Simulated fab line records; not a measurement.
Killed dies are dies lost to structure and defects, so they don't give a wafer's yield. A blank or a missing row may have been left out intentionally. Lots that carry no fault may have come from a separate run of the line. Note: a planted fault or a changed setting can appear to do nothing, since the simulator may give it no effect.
Chamber matching -- flow n5_finfet -- pecvd-03 running N5_FIN_SAQP_HM_DEP_03: 3 sister chambers
The step deposits SiNx from SiH4/NH3/N2, target thk 38 nm, time 33.6 s. 3 wafers are shown with their chamber, then 9 later ones without.

== EACH WAFER AND ITS CHAMBER ==
wafer,chamber,showerhead_plenum_p_Torr (Torr)
L090.1,1,5.04
L090.4,2,5.05
L090.5,0,5.16

== WAFERS WITHOUT THEIR CHAMBER ==
wafer,showerhead_plenum_p_Torr (Torr)
L091.1,5.07
L091.4,5.05
L091.6,5.08
L095.1,5.17
L095.2,5.07
L095.4,5.06
L096.1,5.06
L096.2,5.17
L096.3,5.06

== EACH ONE'S CHAMBER ==
wafer,from the rows above,in truth
L091.1,can't be placed: 2 or 1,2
L091.4,can't be placed: 2 or 1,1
L091.6,can't be placed: 2 or 1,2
L095.1,0,0
L095.2,can't be placed: 2 or 1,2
L095.4,can't be placed: 2 or 1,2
L096.1,can't be placed: 2 or 1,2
L096.2,0,0
L096.3,can't be placed: 2 or 1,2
Placed correctly: 2 of 9. These rows do not allow placing 7 (true chamber among the candidates in 7). 0 placed wrongly.
How it was worked out, from the rows above alone: a wafer's distance from a chamber is the root of the sum, over the readings, of the square of ((its reading less the chamber's mean) divided by the reading's scatter). The wafer belongs to the nearest chamber; if the next one is less than 2 further off, it can't be placed. The mean given for a chamber averages the wafers shown for that chamber. The scatter (one wafer shown for each chamber): square how far every hidden wafer sits from the nearest shown wafer, average those squares and take the square root.
